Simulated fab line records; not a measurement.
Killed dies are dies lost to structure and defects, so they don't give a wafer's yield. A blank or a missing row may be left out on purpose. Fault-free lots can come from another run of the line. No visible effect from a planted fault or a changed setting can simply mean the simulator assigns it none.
Chamber matching + flow nand harc + NHARC_A_BONDPAD_DESCUM_11 on rie diel-11 has 4 sister chambers
The step chemistry O2, time 3 s. 8 wafers are shown with their chamber, then 8 later ones without.

== WAFERS PAIRED WITH THEIR CHAMBERS ==
| wafer  | chamber | drypump motor current A (A) | rf vpp V (V) |
|--------|---------|-----------------------------|--------------|
| L456.4 | 3       | 5.2                         | 59.6         |
| L461.4 | 1       | 5.4                         | 57.7         |
| L463.1 | 3       | 5.2                         | 59.0         |
| L463.4 | 0       | 5.9                         | 56.8         |
| L465.4 | 0       | 5.9                         | 57.1         |
| L465.5 | 2       | 5.7                         | 57.4         |
| L465.6 | 1       | 5.5                         | 58.7         |
| L472.3 | 2       | 5.7                         | 56.9         |

== WAFERS WHOSE CHAMBER IS MISSING ==
| wafer  | drypump motor current A (A) | rf vpp V (V) |
|--------|-----------------------------|--------------|
| L472.5 | 5.7                         | 56.1         |
| L472.6 | 5.4                         | 57.3         |
| L471.3 | 5.7                         | 57.6         |
| L471.4 | 5.2                         | 57.0         |
| L471.5 | 5.2                         | 58.0         |
| L477.1 | 5.7                         | 57.7         |
| L477.2 | 5.4                         | 56.2         |
| L477.3 | 5.2                         | 58.4         |

== EACH ONE'S CHAMBER ==
| wafer  | from the rows above | in truth |
|--------|---------------------|----------|
| L472.5 | 2                   | 2        |
| L472.6 | 1                   | 1        |
| L471.3 | 2                   | 2        |
| L471.4 | 3                   | 3        |
| L471.5 | 3                   | 3        |
| L477.1 | 2                   | 2        |
| L477.2 | 1                   | 1        |
| L477.3 | 3                   | 3        |
Correctly placed: 8 of 8. Can't be placed from these rows: 0. Placed wrongly: 0.
How it was worked out, from the rows above alone: a wafer's distance from a chamber is the root of the sum, over the readings, of the square of ((its reading less the chamber's mean) divided by the reading's scatter). If the next closest chamber is less than 2 further off than the closest, the wafer can't be placed; otherwise it belongs to the closest. For every chamber, the mean is computed from those of its wafers that are shown. The scatter: take each reading less its chamber's mean, square it, sum over the shown wafers, divide by the number of wafers less the number of chambers, and take the root.
